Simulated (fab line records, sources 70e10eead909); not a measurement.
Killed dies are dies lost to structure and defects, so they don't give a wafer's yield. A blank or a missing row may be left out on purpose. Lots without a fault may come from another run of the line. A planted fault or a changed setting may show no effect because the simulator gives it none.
fab line records | flow nand_harc
record lots=6 wafers=18 last_day=32
route steps=1302 shown A_CHANNEL_HOLE_D1@488 A_CHANNEL_FILL_D1@490 END@1302
lots that met no fault: from a run of the same line without faults
start_h: hours from the record's first day to the start of the lot's first wafer shown | wait_h: hours since the lot's step before | " the same as in the row above | L1.1+2: a row that stands for several wafers | - no value, or no start given | * or withheld: withheld | < > ~ a bound
route shown NAME@n: a module of which the file shows steps, and the number in the route of the first | usual: mean/standard deviation of fault-free wafers | same: alike in all rows | chamber/n: place in a boat | sites: the reading at each site | _std_site: their standard deviation | _edge_site: outer sites' mean less inner sites' | radius_mm: how far each site lies from the wafer's centre | mask NAME#n: copy n | behind: the tool/chamber that last shaped the wafer | hold: why the lot was held/for how many hours/how that ended | device: the transistor (n, p or np) that didn't switch | end of line: the same wafers' tests at the end of the route | a step without rows: its recipe alone | killed: dies lost to structure and defects at the first sort, not the wafer's yield | map: a wafer's dies, x killed, . not, _ none there
set.NAME: the setting as run; set.NAME@STEP: as run at that earlier step | model.NAME: the simulator's own value behind a step, which no gauge read
lots at some steps of the route; a table a step, a row a wafer
services: from which hour (start_h, from the record's first day; less than 0 if before it) a tool's chamber was out of use, for how many hours, and why
## steps
# step NHARC_A_CHANNEL_HOLE_D1_XSEM_31
# recipe landing_energy_ev=35000
# usual bot_cd_nm=74.6/1.4 bow_nm=8.7/0.36 tilt_deg=0.07/0.036
# columns lot.wafer tool chamber start_h wait_h bot_cd_nm bow_nm tilt_deg
L725.1 xsem-02 0 231.18 0.1 75.3 8.5 0.06
L725.2 " 0 " " 73.5 8.5 0.06
L725.4 " 0 " " 74.2 8.4 0.06
L726.1 xsem-01 0 232.91 0.1 74.0 8.2 0.02
L726.3 " 0 " " 73.6 8.3 0.02
L726.6 " 0 " " 74.2 8.2 0.02
L733.3 xsem-02 0 303.07 0.1 74.3 8.9 0.11
L733.4 " 0 " " 74.7 8.8 0.10
L733.6 " 0 " " 75.2 8.8 0.11
L734.2 xsem-01 0 311.36 0.1 72.9 8.8 0.04
L734.3 " 0 " " 73.6 8.8 0.03
L734.4 " 0 " " 73.3 8.8 0.03
L740.3 xsem-01 0 373.13 0.1 72.5 8.7 0.08
L740.5 " 0 " " 73.4 8.7 0.08
L740.6 " 0 " " 75.5 8.6 0.08
L741.3 xsem-01 0 391.65 0.1 76.0 8.5 0.04
L741.4 " 0 " " 76.2 8.5 0.04
L741.6 " 0 " " 76.0 8.5 0.04
# step NHARC_A_CHANNEL_HOLE_D1_INSPECT_40
# usual raw_defect_count=72/24
# columns lot.wafer tool chamber start_h wait_h raw_defect_count
L725.1 defect_inspect-02 - 231.27 - 40
L725.2 " - " " 22
L725.4 " - " " 36
L726.1 defect_inspect-02 - 233.01 - 83
L726.3 " - " " 79
L726.6 " - " " 81
L733.3 defect_inspect-02 - 303.16 - 92
L733.4 " - " " 80
L733.6 " - " " 88
L734.2 defect_inspect-02 - 311.45 - 44
L734.3 " - " " 40
L734.4 " - " " 44
L740.3 defect_inspect-01 - 373.23 - 80
L740.5 " - " " 81
L740.6 " - " " 88
L741.3 defect_inspect-02 - 391.74 - 59
L741.4 " - " " 41
L741.6 " - " " 63
# step NHARC_A_CHANNEL_FILL_D1_PRECLEAN_00
# recipe time_s=* temp_c=50 bath_age_min=0 chemistry=SC1
# step NHARC_A_CHANNEL_FILL_D1_SRD_01
# step NHARC_A_CHANNEL_FILL_D1_ALD_02
# recipe target_thk_a=60 pulse_time_s=10 ald_cycles=60 temp_c=300 material=SiO2
# step NHARC_A_CHANNEL_FILL_D1_ALD_03
# recipe target_thk_a=60 pulse_time_s=60 ald_cycles=58 temp_c=630 pressure_torr=2 material=SiNx
# usual chamber_pressure_Torr=2.000/0.0045 precursor_pulse_height_rel=1.002/0.02
# columns lot.wafer tool chamber start_h wait_h chamber_pressure_Torr precursor_pulse_height_rel
L725.1 ald_sin_batch-01 0 - - 2.005 0.995
L725.2 " 0 " " 2.010 0.976
L725.4 " 0 " " 2.005 0.975
L726.1 ald_sin_batch-01 0 - - 1.999 0.989
L726.3 " 0 " " 1.999 1.007
L726.6 " 0 " " 1.996 1.020
L733.3 ald_sin_batch-01 0 - - 1.996 1.012
L733.4 " 0 " " 2.003 1.007
L733.6 " 0 " " 1.997 0.999
L734.2 ald_sin_batch-02 0 - - 2.008 1.009
L734.3 " 0 " " 2.000 1.003
L734.4 " 0 " " 2.007 1.007
L740.3 ald_sin_batch-03 0 - - 1.998 0.960
L740.5 " 0 " " 2.001 1.032
L740.6 " 0 " " 1.996 0.982
L741.3 ald_sin_batch-03 0 - - 2.006 1.035
L741.4 " 0 " " 2.004 0.977
L741.6 " 0 " " 2.001 1.033
# step NHARC_A_CHANNEL_FILL_D1_ALD_14
# recipe target_thk_a=25 pulse_time_s=10 ald_cycles=25 temp_c=300 material=SiO2
# usual heater_power_w=477/37 precursor_pulse_height_rel=1.001/0.019
# columns lot.wafer tool chamber start_h wait_h heater_power_w precursor_pulse_height_rel
L725.4 ald_hk-02 3 238.45 0.0 417 1.006
L725.2 " 1 " " 507 1.019
L725.1 " 2 " " 459 1.024
L726.3 ald_hk-03 3 238.52 0.1 468 0.999
L726.1 " 0 " " 457 0.994
L726.6 " 1 " " 420 1.004
L733.3 ald_hk-03 0 310.36 0.0 463 1.014
L733.4 " 1 " " 444 0.985
L733.6 " 0 " " 471 0.979
L734.3 ald_hk-04 1 320.50 0.0 443 1.023
L734.4 " 3 " " 468 0.976
L734.2 " 0 " " 523 1.021
L740.3 ald_hk-02 3 380.42 0.0 429 0.978
L740.6 " 3 " " 428 1.032
L740.5 " 0 " " 563 0.991
L741.3 ald_hk-04 0 399.07 0.1 510 1.011
L741.4 " 2 " " 480 0.998
L741.6 " 3 " " 463 0.973
# step NHARC_A_CHANNEL_FILL_D1_ALD_15
# recipe target_thk_a=20 pulse_time_s=60 ald_cycles=19 temp_c=630 pressure_torr=2 material=SiNx
# usual chamber_pressure_Torr=1.999/0.0043 precursor_pulse_height_rel=1.001/0.022
# columns lot.wafer tool chamber start_h wait_h chamber_pressure_Torr precursor_pulse_height_rel
L725.1 ald_sin_batch-02 0 - - 1.997 1.027
L725.2 " 0 " " 2.004 1.052
L725.4 " 0 " " 1.998 0.977
L726.1 ald_sin_batch-02 0 - - 1.994 1.018
L726.3 " 0 " " 1.992 1.004
L726.6 " 0 " " 1.995 1.008
L733.3 ald_sin_batch-01 0 - - 2.002 1.065
L733.4 " 0 " " 2.002 0.985
L733.6 " 0 " " 1.998 1.000
L734.2 ald_sin_batch-01 0 - - 2.004 1.010
L734.3 " 0 " " 2.004 1.010
L734.4 " 0 " " 1.994 0.990
L740.3 ald_sin_batch-02 0 - - 2.002 0.959
L740.5 " 0 " " 1.998 0.996
L740.6 " 0 " " 1.997 1.010
L741.3 ald_sin_batch-01 0 - - 2.006 0.961
L741.4 " 0 " " 2.004 1.048
L741.6 " 0 " " 2.004 1.002
# step NHARC_A_CHANNEL_FILL_D1_ALD_16
# recipe target_thk_a=15 pulse_time_s=10 ald_cycles=15 temp_c=300 material=SiO2
# step NHARC_A_CHANNEL_FILL_D1_ANNEAL_17
# recipe temp_c=850 time_s=1800
# step NHARC_A_CHANNEL_FILL_D1_CVD_18
# recipe target_thk_a=30 temp_c=550 material=poly-Si
# step NHARC_A_CHANNEL_FILL_D1_ETCHBACK_19
# recipe target_depth_a=50 time_s=1.7 hbr_flow_sccm=150 cl2_flow_sccm=50 rf_w=400 icp_w=400 bias_w=100 chemistry=HBr/Cl2
# usual drypump_motor_current_A=5.7/0.44 oes_product_au=0.997/0.011 rf_fwd_power_W=390.2/1.2 throttle_valve_pct=26.406/0.0085
# columns lot.wafer tool chamber start_h wait_h drypump_motor_current_A oes_product_au rf_fwd_power_W rf_hours_counter_h throttle_valve_pct
L725.1 rie_si-05 0 255.70 0.4 5.0 0.996 391.0 0.81 26.410
L725.4 " 1 " " 6.1 1.010 388.5 0.69 26.413
L725.2 " 2 " " 5.2 1.000 390.3 0.66 26.398
L726.3 rie_si-04 0 255.70 0.4 5.8 1.004 389.9 0.50 26.411
L726.1 " 2 " " 5.5 0.999 387.2 0.41 26.406
L726.6 " 1 " " 6.2 0.987 390.4 - 26.406
L733.4 rie_si-05 3 327.17 0.4 5.8 1.014 390.5 0.04 26.414
L733.3 " 0 " " 5.0 0.995 389.3 0.09 26.407
L733.6 " 0 " " 5.0 0.995 389.6 - 26.412
L734.2 rie_si-02 3 337.72 0.4 5.7 1.017 389.5 0.40 26.404
L734.4 " 0 " " 6.8 1.002 388.8 0.40 26.405
L734.3 " 1 " " 5.3 0.993 388.3 0.36 26.400
L740.3 rie_si-04 1 397.61 0.4 6.2 0.998 388.7 0.24 26.401
L740.6 " 2 " " 5.5 1.010 389.7 - 26.410
L740.5 " 3 " " 5.6 0.986 388.4 - 26.394
L741.4 rie_si-04 1 419.53 0.4 6.2 0.981 389.9 0.34 26.396
L741.3 " 2 " " 5.5 0.983 390.6 0.29 26.407
L741.6 " 0 " " 5.8 0.995 389.3 - 26.401
# step NHARC_A_CHANNEL_FILL_D1_ETCHBACK_20
# recipe target_depth_a=270 time_s=13.5 c4f8_flow_sccm=withheld o2_flow_sccm=8 ar_flow_sccm=withheld rf_w=600 bias_w=1500 chemistry=C4F8/O2/Ar
# usual oes_product_au=0.98/0.036 rf_fwd_power_W=587.9/2.8 rf_vpp_V=979/6.1
# columns lot.wafer tool chamber start_h wait_h oes_product_au rf_fwd_power_W rf_hours_counter_h rf_vpp_V
L725.1 rie_diel-01 2 255.83 - 0.99 589.0 2 987
L725.2 " 3 " " 0.99 591.6 2 974
L725.4 " 0 " " 1.01 586.0 2 969
L726.3 rie_diel-05 0 255.86 - 1.01 584.3 0 978
L726.1 " 3 " " 1.00 585.8 0 988
L726.6 " 0 " " 1.01 585.9 - 979
L733.3 rie_diel-01 0 327.29 - 1.26 824.8 6 969
L733.4 " 2 " " 1.26 830.2 6 988
L733.6 " 1 " " 1.26 828.2 - 977
L734.3 rie_diel-01 0 337.85 - 1.24 823.1 7 969
L734.4 " 2 " " 1.24 830.6 7 987
L734.2 " 3 " " 1.21 832.1 8 974
L740.3 rie_diel-11 3 397.72 - 0.93 583.8 8 971
L740.5 " 0 " " 0.93 588.6 - 981
L740.6 " 1 " " 0.93 587.5 - 988
L741.3 rie_diel-05 2 419.64 - 1.00 589.2 0 975
L741.4 " 3 " " 1.00 587.4 0 987
L741.6 " 3 " " 1.00 587.4 - 986
# step NHARC_A_CHANNEL_FILL_D1_STRIP_28
# recipe time_s=20 o2_flow_sccm=500 ar_flow_sccm=0 bias_w=0 chemistry=O2
# step NHARC_END_SORT_01
# recipe temp_c=25
# usual killed_at_array=57/18 killed_at_other=0.8/1 killed_at_periphery=3.9/2.8 killed_dies=62/18 killed_open=3.4/1.8 killed_short=2.2/1.6
# same gross_dies=677
# columns lot.wafer tool chamber start_h wait_h killed_at_array killed_at_other killed_at_periphery killed_dies killed_open killed_short
L725.1 prober-02 0 612.92 2.5 55 0 6 61 4 0
L725.2 prober-02 0 613.73 2.8 52 0 6 58 2 1
L725.4 prober-02 0 615.34 3.4 52 0 8 60 3 1
L726.1 prober-02 0 622.50 2.5 85 1 8 94 4 3
L726.3 prober-02 0 624.08 3.1 77 0 4 81 2 2
L726.6 prober-02 0 626.45 3.9 71 1 8 80 4 2
L734.2 prober-02 0 684.57 2.8 48 1 2 51 4 2
L740.3 prober-01 0 758.28 3.1 48 2 2 52 2 2
L740.5 prober-01 0 759.86 3.7 48 0 3 51 2 1
L740.6 prober-01 0 760.65 3.9 54 1 6 61 1 1
# killed by level:class
L725.1 A_CHANNEL_HOLE_D2:chamber_film_flake=34 P_GATE:chamber_film_flake=4 A_CHANNEL_HOLE_D1:chamber_film_flake=4 A_STAIRCASE:chamber_film_flake=4 A_CONTACT:chamber_film_flake=4 A_CHANNEL_FILL_D1:chamber_film_flake=3 P_GATE:geometric_particle:open=1 A_ONON_D2:geometric_particle:open=1
L725.2 A_CHANNEL_HOLE_D2:chamber_film_flake=40 P_GATE:chamber_film_flake=3 A_CHANNEL_FILL_D1:chamber_film_flake=2 A_CONTACT:chamber_film_flake=2 A_M0:chamber_film_flake=2 P_CONTACT:geometric_particle:open=1 P_M0:geometric_particle:short=1 A_CHANNEL_FILL_D2:geometric_particle:open=1
L725.4 A_CHANNEL_HOLE_D2:chamber_film_flake=35 P_GATE:chamber_film_flake=5 A_CHANNEL_HOLE_D1:chamber_film_flake=4 A_STAIRCASE:chamber_film_flake=3 P_BONDPAD:chamber_film_flake=2 A_M0:chamber_film_flake=2 P_CONTACT:geometric_particle:open=1 A_CHANNEL_HOLE_D2:geometric_particle:open=1
L726.1 A_CHANNEL_HOLE_D1:chamber_film_flake=34 A_SLIT:chamber_film_flake=26 A_CHANNEL_HOLE_D2:chamber_film_flake=6 P_STI:chamber_film_flake=3 A_STAIRCASE:chamber_film_flake=3 A_CONTACT:chamber_film_flake=3 P_ZERO_WELL:chamber_film_flake=2 P_GATE:chamber_film_flake=2
L726.3 A_CHANNEL_HOLE_D1:chamber_film_flake=30 A_SLIT:chamber_film_flake=19 A_CHANNEL_HOLE_D2:chamber_film_flake=10 A_STAIRCASE:chamber_film_flake=7 A_DECK1_JOINT:chamber_film_flake=4 A_CONTACT:chamber_film_flake=2 P_GATE:geometric_particle:open=1 A_SOURCE_PLATE:geometric_particle:short=1
L726.6 A_CHANNEL_HOLE_D1:chamber_film_flake=28 A_SLIT:chamber_film_flake=17 A_STAIRCASE:chamber_film_flake=8 P_GATE:chamber_film_flake=5 A_CHANNEL_HOLE_D2:chamber_film_flake=5 A_ZERO_WELL:chamber_film_flake=2 A_CONTACT:chamber_film_flake=2 A_ONON_D2:geometric_particle:open=1
L734.2 A_SLIT:chamber_film_flake=35 A_CHANNEL_HOLE_D1:chamber_film_flake=5 A_STAIRCASE:chamber_film_flake=2 P_CONTACT:geometric_particle:open=1 P_M1:geometric_particle:open=1 A_SOURCE_PLATE:geometric_particle:short=1 A_CHANNEL_FILL_D2:geometric_particle:short=1 A_SGD_CUT:geometric_particle:open=1
L740.3 A_CHANNEL_HOLE_D1:chamber_film_flake=29 A_CONTACT:chamber_film_flake=5 A_SLIT:chamber_film_flake=3 A_STAIRCASE:chamber_film_flake=3 A_CHANNEL_FILL_D2:geometric_particle:open=2 A_BLC:geometric_particle:short=2 THIN_TSV:chamber_film_flake=2 P_GATE:chamber_film_flake=1
L740.5 A_CHANNEL_HOLE_D1:chamber_film_flake=33 A_SLIT:chamber_film_flake=4 P_GATE:chamber_film_flake=2 A_STAIRCASE:chamber_film_flake=2 A_CONTACT:chamber_film_flake=2 A_BONDPAD:chamber_film_flake=2 A_CHANNEL_FILL_D1:geometric_particle:open=1 A_DECK1_JOINT:geometric_particle:short=1
L740.6 A_CHANNEL_HOLE_D1:chamber_film_flake=33 A_CONTACT:chamber_film_flake=11 P_M2:chamber_film_flake=4 A_SLIT:chamber_film_flake=4 A_BLC:geometric_particle:short=1 A_M0:geometric_particle:open=1 P_STI:chamber_film_flake=1 P_GATE:chamber_film_flake=1
## services
# columns tool chamber start_h hours kind
rie_diel-01 0 212.85 - clean
ald_hk-03 - 218.85 10.0 pm
rie_diel-01 - 225.96 3.8 repair
rie_diel-05 - 229.66 9.0 pm
rie_diel-11 3 237.59 4.0 repair
rie_diel-05 2 240.45 12.0 repair
ald_hk-04 - 254.87 10.0 pm
rie_diel-11 - 255.50 9.0 pm
ald_sin_batch-02 - 267.91 26.0 pm
rie_si-02 - 277.00 9.0 pm
ald_hk-04 - 286.07 4.4 repair
rie_si-05 3 293.81 1.9 repair
rie_si-05 - 305.00 9.0 pm
rie_diel-01 - 308.35 1.8 repair
rie_diel-11 0 322.30 8.7 repair
rie_diel-11 - 334.72 6.5 repair
rie_si-04 - 342.00 9.0 pm
ald_hk-02 - 348.00 10.0 pm
rie_diel-11 - 348.91 0.4 repair
rie_si-02 0 349.11 1.9 repair
xsem-01 - 374.00 14.0 pm
rie_diel-01 - 380.85 9.0 pm
rie_diel-11 3 390.88 4.5 repair
rie_diel-05 - 406.66 9.0 pm
## key
first_sign step=NHARC_A_CHANNEL_FILL_D1_ETCHBACK_20 reading=rf_fwd_power_W direction=up sigmas=87 usual=* struck=*
effect step=NHARC_A_CHANNEL_FILL_D1_ETCHBACK_20 reading=oes_product_au direction=up sigmas=7.5 usual=0.98 struck=1.24
met_at NHARC_A_CHANNEL_FILL_D1_ETCHBACK_20
struck_wafers L733.3,L733.4,L733.6,L734.2,L734.3,L734.4
tester_left_out L733,L734
onset_between 255.83 327.29
fault kind=process_parameter_drift tool=rie_diel-01 chamber=- onset_h=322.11 steps=NHARC_A_CHANNEL_FILL_D1_ETCHBACK_20 channel=rf_w offset=* shape=step end_h=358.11 acts_in=* stated=*
# tester_left_out: of these lots the tester's yield and bins aren't shown, on N5 and GAA mostly nor the transistor test; their killed dies are dies lost to structure and defects alone, not to doping, threshold or leakage, so they don't give the yield
